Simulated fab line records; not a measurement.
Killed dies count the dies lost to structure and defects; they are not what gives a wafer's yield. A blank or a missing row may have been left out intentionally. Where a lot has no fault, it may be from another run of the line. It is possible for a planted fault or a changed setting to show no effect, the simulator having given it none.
A struck lot beside a sound one + flow n5-finfet + 16 out of 1938 route steps
Sound: the wafers L331.1, L331.5, L331.6. Wafers L330.2, L330.3 were the ones struck. The cause is given at the end.
For every step that has rows: the tool of each side, followed by ch and its chambers, followed by its first start. Under that, the readings that differ: sound wafers + struck wafers + difference of the means + sigmas: that difference in standard deviations of wafers without a fault.
alike: readings whose means differ by less than 2 such deviations, and words and numbers that are the same on both sides. not compared: withheld readings, readings that some wafer has no value for, bounds like >300 that may hide the same value, and numbers for which the record gives no deviation and whose values overlap.
The two part at a step that has a row with sigmas, a row that says differs or no value, or rows on one side only. When numbers do not overlap yet have no deviation, they are printed without sigmas and do not part them. A reading missing from all wafers of one side parts the sides only when that side holds two or more wafers.

first, 8 steps without rows for these wafers: N5_SDB_COAT_03 (time 60 s, resist thk 100 nm); N5_SDB_COAT_04 (time 60 s, resist thk 18 nm); N5_SDB_COAT_05 (resist thk 90 nm); N5_SDB_EBR_07; N5_SDB_SOFTBAKE_06 (time 60 s); N5_SDB_EXPOSE_08 (exposes mask SDB); N5_SDB_PEB_09 (peb time 60 s); N5_SDB_DEVELOP_10 (develop time 30 s).
N5_SDB_CD_MEAS_11: the cd target is 50 nm.
  sound on cd-sem-03 ch 0, day 8 16:48; struck on cd-sem-01 ch 0, day 8 14:19
  alike: cd-nm
N5_SDB_OVL_MEAS_12:
  sound on overlay-02 ch 0, day 8 16:50; struck on overlay-02 ch 0, day 8 14:21
  alike: SDB_OVL
N5_SDB_INSPECT_13: inspects for defects (brightfield).
  struck on defect-inspect-01, day 8 14:23; sound on defect-inspect-02, day 8 16:51
| reading          | sound    | struck | difference | sigmas |
|------------------|----------|--------|------------|--------|
| raw-defect-count | 56 86 59 | 92 202 | +80        | +2     |
N5_SDB_DESCUM_16: chemistry O2, time 7.9 s.
  sound on rie-diel-01 ch 0,1,3, day 8 17:30; struck on rie-diel-04 ch 0,2, day 8 14:25
  alike: drypump-motor-current-A, oes-product-au, rf-vpp-V, showerhead-plenum-p-Torr, throttle-valve-pct
  not compared: rf-hours-counter-h
N5_SDB_ETCH_17: etches SiARC in CF4, target depth 23.4 nm, time 39 s.
  sound on rie-diel-01 ch 0,1,3, day 8 17:32; struck on rie-diel-04 ch 0,2, day 8 14:27
| reading               | sound          | struck    | difference | sigmas |
|-----------------------|----------------|-----------|------------|--------|
| etch-rf-on-time-s (s) | 38.9 39.6 40.4 | 30.6 30.0 | -9.3       | -7     |
| oes-product-au (a.u.) | 0.66 0.62 0.78 | 0.96 0.84 | +0.21      | +3     |
  alike: drypump-motor-current-A, rf-vpp-V, showerhead-plenum-p-Torr, throttle-valve-pct
  not compared: rf-hours-counter-h
N5_SDB_ETCH_18: etches SOC in N2/H2, target depth 100 nm, overetch 20 nm, time 150 s.
  sound on rie-diel-01 ch 0,1,3, day 8 17:34; struck on rie-diel-04 ch 0,2, day 8 14:29
  alike: drypump-motor-current-A, oes-product-au, rf-vpp-V, showerhead-plenum-p-Torr, throttle-valve-pct
  not compared: rf-hours-counter-h
-- the record jumps here: 4 days lie between the struck wafers' starts before and after (it left off in module SDB and takes up again in module BEOL_M4, whose first step shown is number 1111 of the route) --
N5_BEOL_M4_RC_MEAS_101:
  sound on prober-01 ch 0, day 12 22:43; struck on prober-02 ch 0, day 13 01:46
  alike: DIBL_N, DIBL_P, IOFF_N, IOFF_P, ION_N, ION_P, SS_N, SS_P, VT_N, VT_P
-- a jump in the record: the struck wafers' starts before and after are 5 days apart (it breaks off in module BEOL_M4 and resumes in module PASSIVATION, where the first step shown is number 1936 of the route) --
N5_PASSIVATION_PROBE_49:
  rows exist in the record for the struck wafers here (prober-01, day 17 22:13), but not for the sound ones

## WHERE THEY PART
Earliest at N5_SDB_INSPECT_13; latest, in this record, at N5_PASSIVATION_PROBE_49.

WHY: what had been put in by the simulator
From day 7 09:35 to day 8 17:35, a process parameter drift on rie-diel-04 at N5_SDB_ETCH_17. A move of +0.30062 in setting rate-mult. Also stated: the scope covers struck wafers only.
